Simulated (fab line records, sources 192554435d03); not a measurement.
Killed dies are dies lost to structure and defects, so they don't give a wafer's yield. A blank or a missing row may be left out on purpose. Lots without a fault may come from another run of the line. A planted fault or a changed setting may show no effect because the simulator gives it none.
fab line records | flow n5_finfet | part 1 of 2: steps 1 to 4 of 6
record lots=20 wafers=60 last_day=18
route steps=1938 shown STI_FIN_REVEAL@199 DUMMY_GATE@244 SD_EPI_N@274 SD_EPI_P@307
lots that met no fault: from a run of the same line without faults
start_h: hours from the record's first day to the start of the lot's first wafer shown | wait_h: hours since the lot's step before | " the same as in the row above | L1.1+2: a row that stands for several wafers | - no value, or no start given | * or withheld: withheld | < > ~ a bound
route shown NAME@n: a module of which the file shows steps, and the number in the route of the first | usual: mean/standard deviation of fault-free wafers | same: alike in all rows | chamber/n: place in a boat | sites: the reading at each site | _std_site: their standard deviation | _edge_site: outer sites' mean less inner sites' | radius_mm: how far each site lies from the wafer's centre | mask NAME#n: copy n | behind: the tool/chamber that last shaped the wafer | hold: why the lot was held/for how many hours/how that ended | device: the transistor (n, p or np) that didn't switch | end of line: the same wafers' tests at the end of the route | a step without rows: its recipe alone | killed: dies lost to structure and defects at the first sort, not the wafer's yield | map: a wafer's dies, x killed, . not, _ none there
set.NAME: the setting as run; set.NAME@STEP: as run at that earlier step | model.NAME: the simulator's own value behind a step, which no gauge read
steps of the route over a sample of lots; a table a step, a row a wafer
services: from which hour (start_h, from the record's first day; less than 0 if before it) a tool's chamber was out of use, for how many hours, and why
## steps
# step N5_STI_FIN_REVEAL_ETCH_34
# recipe chemistry=H2 mode=isotropic material=Si target=Si target_depth_a=9.7 temp_c=20 pressure_mtorr=4.5 icp_w=300 bias_w=0 h2_flow_sccm=7.5 he_flow_sccm=142.5
# usual drypump_motor_current_A=6.1/0.56 oes_product_au=1.006/0.012 throttle_valve_pct=25.7/0.37
# columns lot.wafer tool chamber start_h wait_h drypump_motor_current_A oes_product_au rf_hours_counter_h throttle_valve_pct
L074.2 rie_si-01 0 37.95 0.1 6.2 1.000 38 26.1
L074.3 " 1 " " 5.8 0.991 50 25.6
L074.4 " 2 " " 5.4 1.012 4 25.5
L075.2 rie_si-02 3 43.75 0.1 5.9 1.005 88 25.6
L075.4 " 0 " " 6.4 1.014 52 26.2
L075.5 " 1 " " 6.8 0.996 - 26.2
L077.1 rie_si-01 0 54.73 0.2 6.3 1.003 38 26.1
L077.4 " 2 " " 5.4 1.010 4 25.5
L077.6 " 3 " " 6.3 1.010 - 25.4
L078.1 rie_si-02 1 61.52 0.2 6.8 0.997 53 26.2
L078.3 " 2 " " 6.7 0.994 106 25.2
L078.6 " 2 " " 6.7 1.000 - 25.2
L079.1 rie_si-03 1 66.63 0.2 5.7 0.994 13 25.4
L079.3 " 2 " " 6.2 1.008 80 25.8
L079.5 " 2 " " 6.2 1.008 - 25.8
L080.1 rie_si-03 0 72.83 0.2 4.7 0.981 63 25.9
L080.2 " 2 " " 6.2 1.017 81 25.8
L080.4 " 3 " " 5.3 1.018 6 25.9
L081.1 rie_si-02 0 78.31 0.2 6.4 1.028 53 26.2
L081.2 " 3 " " 5.9 1.004 89 25.6
L081.3 " 1 " " 6.8 1.013 53 26.2
L082.1 rie_si-02 2 86.13 0.2 6.7 0.999 107 25.2
L082.2 " 3 " " 5.9 1.012 89 25.6
L082.6 " 3 " " 5.9 1.006 - 25.6
L083.1 rie_si-02 0 90.98 0.2 6.4 1.015 53 26.2
L083.2 " 2 " " 6.7 0.994 107 25.2
L083.4 " 3 " " 5.9 1.012 89 25.6
L084.1 rie_si-02 3 97.77 0.2 5.9 1.016 89 25.6
L084.3 " 1 " " 6.8 1.014 54 26.2
L084.6 " 3 " " 5.9 1.006 - 25.6
L085.2 rie_si-01 0 105.22 0.1 6.2 1.018 39 26.1
L085.3 " 1 " " 5.8 0.992 52 25.6
L085.6 " 2 " " 5.4 1.020 - 25.5
L086.2 rie_si-02 1 113.93 0.1 6.8 1.001 54 26.2
L086.3 " 3 " " 5.9 0.999 90 25.6
L086.4 " 2 " " 6.7 0.996 107 25.2
L088.1 rie_si-02 1 119.40 0.2 6.8 1.003 54 26.2
L088.2 " 2 " " 6.7 0.998 107 25.2
L088.5 " 0 " " 6.4 1.018 - 26.2
L089.1 rie_si-01 0 125.81 0.2 6.2 1.007 40 26.1
L089.5 " 0 " " 6.3 1.011 - 26.1
L089.6 " 3 " " 6.3 0.997 - 25.4
L090.1 rie_si-02 0 132.16 0.2 6.4 1.004 54 26.2
L090.3 " 2 " " 6.7 0.990 108 25.2
L090.5 " 1 " " 6.8 1.007 - 26.2
L091.2 rie_si-03 1 138.21 0.1 5.7 0.983 14 25.3
L091.3 " 3 " " 5.3 1.052 7 25.9
L091.4 " 0 " " 4.6 0.996 64 25.9
L092.1 rie_si-03 3 143.13 0.2 5.3 1.022 7 25.9
L092.2 " 1 " " 5.7 0.982 14 25.4
L092.5 " 0 " " 4.7 0.984 - 25.9
L093.2 rie_si-02 1 149.37 0.1 6.8 1.003 55 26.2
L093.4 " 3 " " 5.9 1.006 - 25.6
L093.6 " 0 " " 6.4 1.029 - 26.2
L094.2 rie_si-01 3 157.02 0.1 6.4 1.010 44 25.4
L094.5 " 1 " " 5.8 0.990 - 25.6
L094.6 " 2 " " 5.4 1.020 - 25.5
L097.1 rie_si-01 0 174.24 0.2 6.3 1.004 41 26.1
L097.4 " 1 " " 5.8 0.983 53 25.6
L097.5 " 0 " " 6.3 1.006 - 26.1
# step N5_DUMMY_GATE_STRIP_41
# recipe chemistry=O2 power_w=400 temp_c=40 pressure_mtorr=30 rf_frequency_hz=6e+07 bias_power_w=0 overash_fraction=0.3 o2_flow_sccm=225
# usual drypump_motor_current_A=5.7/0.53 oes_product_au=0.78/0.08 rf_vpp_V=3.7/0.49 showerhead_plenum_p_Torr=2.12/0.085 throttle_valve_pct=16.69/0.25
# columns lot.wafer tool chamber start_h wait_h drypump_motor_current_A oes_product_au rf_hours_counter_h rf_vpp_V showerhead_plenum_p_Torr throttle_valve_pct
L074.2 rie_diel-06 0 48.03 0.0 5.1 0.78 112 3.6 2.01 16.57
L074.3 " 2 " " 5.9 0.69 203 3.9 2.07 16.90
L074.4 " 2 " " 5.9 0.69 - 4.0 2.07 16.92
L075.2 rie_diel-02 0 53.51 0.0 5.2 0.78 111 3.7 2.21 17.01
L075.4 " 2 " " 5.0 0.70 235 3.9 1.96 16.63
L075.5 " 1 " " 5.7 0.70 - 4.1 1.99 17.14
L077.1 rie_diel-06 2 64.84 0.0 5.9 0.69 208 3.9 2.07 16.91
L077.4 " 3 " " 6.4 0.77 122 3.9 2.19 16.46
L077.6 " 0 " " 5.2 0.77 - 3.7 2.01 16.59
L078.1 rie_diel-05 1 71.29 0.0 5.7 0.94 16 3.7 2.15 16.60
L078.3 " 0 " " 6.2 0.73 193 3.5 1.98 16.82
L078.6 " 0 " " 6.2 0.73 - 3.7 1.98 16.83
L079.1 rie_diel-06 3 76.66 0.0 6.6 0.76 125 3.5 2.19 16.46
L079.3 " 1 " " 6.6 0.95 5 4.6 2.22 16.21
L079.5 " 0 " " 5.1 0.77 - 3.6 2.00 16.60
L080.1 rie_diel-05 0 82.67 0.0 6.1 0.73 196 3.4 1.98 16.83
L080.2 " 2 " " 5.0 0.74 160 2.9 2.16 16.92
L080.4 " 3 " " 5.6 0.77 135 3.6 2.20 16.46
L081.1 rie_diel-05 0 88.27 0.0 6.2 0.71 198 4.4 1.98 16.82
L081.2 " 2 " " 5.0 0.74 161 4.2 2.16 16.96
L081.3 " 3 " " 5.6 0.77 136 3.4 2.20 16.47
L082.1 rie_diel-06 2 97.09 0.0 5.9 0.68 217 4.0 2.07 16.94
L082.2 " 3 " " 6.5 0.77 131 4.3 2.19 16.46
L082.6 " 2 " " 5.9 0.68 - 4.0 2.07 16.94
L083.1 rie_diel-05 3 105.11 0.0 5.6 0.76 141 3.8 2.20 16.47
L083.2 " 2 " " 5.0 0.74 166 2.2 2.16 16.95
L083.4 " 1 " " 5.7 0.91 23 3.5 2.15 16.63
L084.1 rie_diel-05 3 108.89 0.0 5.6 0.75 141 4.3 2.19 16.46
L084.3 " 0 " " 6.2 0.72 203 3.9 1.98 16.84
L084.6 " 1 " " 5.7 0.91 - 3.0 2.15 16.64
L085.2 rie_diel-06 1 115.57 0.0 6.6 0.92 17 3.0 2.22 16.22
L085.3 " 3 " " 6.5 0.75 138 4.2 2.19 16.49
L085.6 " 1 " " 6.6 0.91 - 3.3 2.22 16.20
L086.2 rie_diel-05 0 123.84 0.0 6.1 0.72 209 3.0 1.98 16.85
L086.3 " 1 " " 5.7 0.90 28 4.2 2.15 16.65
L086.4 " 3 " " 5.6 0.75 146 4.0 2.19 16.46
L088.1 rie_diel-02 0 129.92 0.0 5.2 0.76 135 3.6 2.20 17.04
L088.2 " 2 " " 5.0 0.68 256 3.6 1.96 16.67
L088.5 " 2 " " 5.0 0.68 - 3.4 1.96 16.67
L089.1 rie_diel-05 2 135.74 0.0 5.0 0.72 177 4.3 2.16 16.96
L089.5 " 3 " " 5.6 0.75 - 3.9 2.19 16.49
L089.6 " 2 " " 5.0 0.72 - 3.7 2.16 16.98
L090.1 rie_diel-06 2 142.49 0.0 5.9 0.67 232 3.5 2.06 16.96
L090.3 " 1 " " 6.6 0.90 26 3.8 2.21 16.21
L090.5 " 2 " " 5.8 0.67 - 3.9 2.06 16.95
L091.2 rie_diel-05 1 148.39 0.0 5.7 0.89 39 3.6 2.14 16.66
L091.3 " 2 " " 5.0 0.73 182 2.7 2.15 16.98
L091.4 " 3 " " 5.6 0.75 - 3.6 2.19 16.49
L092.1 rie_diel-05 2 153.32 0.0 5.0 0.73 184 3.3 2.15 16.99
L092.2 " 1 " " 5.7 0.89 40 3.8 2.14 16.65
L092.5 " 1 " " 5.7 0.89 - 3.4 2.14 16.67
L093.2 rie_diel-05 2 159.20 0.0 5.0 0.72 186 3.6 2.15 16.99
L093.4 " 1 " " 5.7 0.89 42 3.5 2.14 16.66
L093.6 " 1 " " 5.7 0.88 - 3.8 2.14 16.66
L094.2 rie_diel-02 0 166.97 0.0 5.2 0.74 151 3.6 2.19 17.09
L094.5 " 3 " " 5.5 0.75 - 3.7 2.17 16.80
L094.6 " 0 " " 5.2 0.75 - 3.2 2.19 17.09
L097.1 rie_diel-06 0 184.25 0.0 5.1 0.74 155 2.9 1.99 16.67
L097.4 " 2 " " 5.9 0.68 - 3.7 2.06 16.98
L097.5 " 1 " " 6.6 0.87 - 4.1 2.21 16.24
# step N5_SD_EPI_N_ETCH_34
# recipe chemistry=CF4 target=SiARC target_depth_a=455 mask_material=CAR-ArF-block time_s=75.8 ion_energy_ev=80 pressure_mtorr=40 source_w=545 bias_w=36 Ar_flow_sccm=100 cf4_flow_sccm=100 ends=cleared
# usual drypump_motor_current_A=5.7/0.45 etch_rf_on_time_s=75.5/1.4 oes_product_au=0.66/0.055 rf_vpp_V=184.5/1.1 showerhead_plenum_p_Torr=2.17/0.059 throttle_valve_pct=15.56/0.15
# columns lot.wafer tool chamber start_h wait_h drypump_motor_current_A etch_rf_on_time_s oes_product_au rf_hours_counter_h rf_vpp_V showerhead_plenum_p_Torr throttle_valve_pct
L074.2 rie_diel-01 0 49.77 0.0 5.8 75.3 0.67 116 183.8 2.15 15.43
L074.3 " 1 " " 5.1 73.1 0.64 188 185.4 2.22 15.55
L074.4 " 0 " " 5.8 75.6 0.67 - 186.1 2.15 15.41
L075.2 rie_diel-03 1 56.29 0.0 5.4 77.9 0.68 99 185.4 2.16 15.31
L075.4 " 2 " " 5.2 73.4 0.70 125 183.0 2.15 15.42
L075.5 " 3 " " 5.9 75.4 0.60 - 185.6 2.22 15.66
L077.1 rie_diel-04 1 66.73 0.0 6.0 74.6 0.80 5 184.2 2.18 15.57
L077.4 " 3 " " 5.9 76.6 0.64 168 185.7 2.21 15.54
L077.6 " 3 " " 5.9 76.5 0.64 - 185.5 2.21 15.56
L078.1 rie_diel-01 2 73.21 0.0 4.8 74.9 0.64 141 182.7 2.06 15.66
L078.3 " 3 " " 6.2 73.5 0.80 5 185.5 2.29 15.39
L078.6 " 3 " " 6.2 73.3 0.81 - 183.5 2.29 15.40
L079.1 rie_diel-01 2 79.40 0.0 4.8 74.7 0.64 143 184.2 2.06 15.66
L079.3 " 1 " " 5.1 73.2 0.63 200 184.5 2.21 15.56
L079.5 " 0 " " 5.8 75.8 0.66 - 185.1 2.15 15.43
L080.1 rie_diel-01 2 84.63 0.0 4.8 74.5 0.64 145 182.3 2.06 15.65
L080.2 " 0 " " 5.8 76.5 0.67 127 184.8 2.15 15.43
L080.4 " 3 " " 6.2 73.0 0.79 9 186.0 2.29 15.41
L081.1 rie_diel-01 0 93.49 0.0 5.8 76.0 0.66 130 183.3 2.15 15.45
L081.2 " 2 " " 4.8 75.4 0.64 147 182.9 2.06 15.67
L081.3 " 1 " " 5.1 73.0 0.62 204 184.8 2.21 15.57
L082.1 rie_diel-03 3 100.38 0.0 5.9 75.5 0.59 223 184.4 2.21 15.71
L082.2 " 0 " " 5.3 76.2 0.70 78 184.3 2.25 15.28
L082.6 " 2 " " 5.2 74.5 0.69 - 184.1 2.15 15.44
L083.1 rie_diel-03 3 107.27 0.0 5.9 75.0 0.59 224 185.2 2.21 15.70
L083.2 " 1 " " 5.4 77.3 0.67 115 183.2 2.15 15.34
L083.4 " 2 " " 5.2 73.9 0.69 142 183.8 2.15 15.45
L084.1 rie_diel-04 0 110.61 0.0 6.1 77.0 0.66 146 184.1 2.14 15.80
L084.3 " 1 " " 6.0 75.4 0.76 20 185.7 2.18 15.58
L084.6 " 2 " " 6.1 76.0 0.61 - 183.8 2.12 15.55
L085.2 rie_diel-04 0 117.64 0.0 6.1 77.9 0.65 149 185.2 2.14 15.82
L085.3 " 2 " " 6.1 76.7 0.61 218 185.1 2.12 15.54
L085.6 " 0 " " 6.1 78.2 0.65 - 185.6 2.14 15.81
L086.2 rie_diel-03 2 125.53 0.0 5.2 75.2 0.67 149 184.0 2.15 15.47
L086.3 " 1 " " 5.4 78.3 0.65 122 182.3 2.15 15.34
L086.4 " 0 " " 5.3 75.4 0.70 87 185.2 2.24 15.30
L088.1 rie_diel-03 1 131.79 0.0 5.4 77.5 0.66 123 184.7 2.15 15.35
L088.2 " 3 " " 5.9 75.0 0.59 235 185.7 2.21 15.73
L088.5 " 2 " " 5.2 74.6 0.67 - 182.8 2.14 15.48
L089.1 rie_diel-01 1 137.55 0.0 5.1 73.5 0.62 222 184.2 2.20 15.61
L089.5 " 1 " " 5.1 73.1 0.62 - 184.5 2.20 15.62
L089.6 " 2 " " 4.8 76.2 0.63 - 183.1 2.06 15.68
L090.1 rie_diel-04 1 144.32 0.0 6.0 75.6 0.73 31 183.5 2.18 15.63
L090.3 " 2 " " 6.1 75.0 0.60 228 183.2 2.12 15.55
L090.5 " 3 " " 5.9 75.0 0.63 - 186.3 2.21 15.59
L091.2 rie_diel-04 3 150.85 0.0 5.9 76.1 0.61 196 185.2 2.21 15.58
L091.3 " 2 " " 6.0 75.7 0.60 230 184.1 2.12 15.58
L091.4 " 1 " " 6.0 76.1 0.73 33 185.7 2.17 15.63
L092.1 rie_diel-04 2 155.14 0.0 6.1 76.6 0.60 232 184.0 2.11 15.57
L092.2 " 1 " " 6.0 75.7 0.73 35 182.4 2.17 15.63
L092.5 " 1 " " 6.0 76.6 0.73 - 184.9 2.17 15.63
L093.2 rie_diel-04 2 161.62 0.0 6.1 76.4 0.60 235 185.0 2.11 15.57
L093.4 " 0 " " 6.0 77.7 0.64 - 184.8 2.13 15.83
L093.6 " 2 " " 6.1 75.9 0.60 - 182.8 2.11 15.57
L094.2 rie_diel-04 2 168.81 0.0 6.1 75.9 0.59 237 187.1 2.11 15.57
L094.5 " 2 " " 6.0 76.3 0.60 - 183.8 2.11 15.56
L094.6 " 1 " " 6.0 76.2 0.73 - 184.9 2.17 15.63
L097.1 rie_diel-04 0 186.07 0.0 6.1 77.6 0.63 174 182.6 2.13 15.88
L097.4 " 3 " " 5.9 75.6 0.61 210 184.7 2.20 15.63
L097.5 " 3 " " 5.9 75.4 0.61 - 185.5 2.20 15.62
# step N5_SD_EPI_N_STRIP_38
# recipe chemistry=N2/H2 power_w=1000 temp_c=250 h2_frac=0.65 overash_fraction=0.3 pressure_mtorr=withheld n2_flow_sccm=1750 h2_flow_sccm=3250
# usual drypump_motor_current_A=5.7/0.69 heater_power_w=342/17 oes_product_au=0.761/0.011
# columns lot.wafer tool chamber start_h wait_h drypump_motor_current_A heater_power_w oes_product_au rf_hours_counter_h
L074.2 plasma_asher-01 0 50.51 0.1 6.1 336 0.769 78
L074.3 " 0 " " 6.1 337 0.763 -
L074.4 " 1 " " 4.9 336 0.763 -
L075.2 plasma_asher-01 1 57.03 0.1 4.9 343 0.754 80
L075.4 " 0 " " 6.1 325 0.742 -
L075.5 " 1 " " 4.9 339 0.742 -
L077.1 plasma_asher-02 1 67.49 0.1 5.7 376 0.763 34
L077.4 " 0 " " 6.8 331 0.767 -
L077.6 " 0 " " 6.8 334 0.763 -
L078.1 plasma_asher-01 0 73.96 0.1 6.1 339 0.752 83
L078.3 " 1 " " 4.9 331 0.732 -
L078.6 " 0 " " 6.1 337 0.763 -
L079.1 plasma_asher-01 0 80.15 0.1 6.2 334 0.752 84
L079.3 " 0 " " 6.1 327 0.775 -
L079.5 " 1 " " 4.9 334 0.755 -
L080.1 plasma_asher-01 1 85.37 0.1 4.9 345 0.769 85
L080.2 " 0 " " 6.1 334 0.748 85
L080.4 " 0 " " 6.2 329 0.760 -
L081.1 plasma_asher-01 1 94.24 0.1 4.9 328 0.760 87
L081.2 " 0 " " 6.1 328 0.765 87
L081.3 " 0 " " 6.1 337 0.766 -
L082.1 plasma_asher-02 0 101.18 0.1 6.8 328 0.770 40
L082.2 " 1 " " 5.7 382 0.751 40
L082.6 " 1 " " 5.7 371 0.783 -
L083.1 plasma_asher-02 0 108.02 0.1 6.8 335 0.759 41
L083.2 " 1 " " 5.7 383 0.776 41
L083.4 " 1 " " 5.7 365 0.776 -
L084.1 plasma_asher-01 1 111.36 0.1 4.9 340 0.773 90
L084.3 " 1 " " 4.9 340 0.749 -
L084.6 " 1 " " 4.9 344 0.759 -
L085.2 plasma_asher-02 0 118.38 0.1 6.8 333 0.758 43
L085.3 " 1 " " 5.7 369 0.751 -
L085.6 " 0 " " 6.8 334 0.753 -
L086.2 plasma_asher-01 1 126.28 0.1 4.9 336 0.760 94
L086.3 " 1 " " 4.9 338 0.788 -
L086.4 " 0 " " 6.1 334 0.767 -
L088.1 plasma_asher-01 1 132.54 0.1 4.9 341 0.768 96
L088.2 " 0 " " 6.1 340 0.763 96
L088.5 " 0 " " 6.1 330 0.755 -
L089.1 plasma_asher-01 0 138.29 0.1 6.1 335 0.790 97
L089.5 " 0 " " 6.1 335 0.750 -
L089.6 " 1 " " 4.9 346 0.766 -
L090.1 plasma_asher-01 1 145.07 0.1 4.8 337 0.768 98
L090.3 " 0 " " 6.2 337 0.770 -
L090.5 " 1 " " 4.8 338 0.773 -
L091.2 plasma_asher-02 1 151.59 0.1 5.7 381 0.781 50
L091.3 " 1 " " 5.7 357 0.761 -
L091.4 " 0 " " 6.8 336 0.761 -
L092.1 plasma_asher-01 0 155.88 0.1 6.1 335 0.766 99
L092.2 " 1 " " 4.9 333 0.763 99
L092.5 " 0 " " 6.1 334 0.754 -
L093.2 plasma_asher-02 1 162.37 0.1 5.7 381 0.744 53
L093.4 " 1 " " 5.7 383 0.764 -
L093.6 " 0 " " 6.8 334 0.764 -
L094.2 plasma_asher-01 0 169.65 0.2 6.1 333 0.757 103
L094.5 " 1 " " 4.9 336 0.756 -
L094.6 " 0 " " 6.1 331 0.750 -
L097.1 plasma_asher-02 0 186.82 0.1 6.8 337 0.741 58
L097.4 " 1 " " 5.7 386 0.737 -
L097.5 " 1 " " 5.7 375 0.770 -
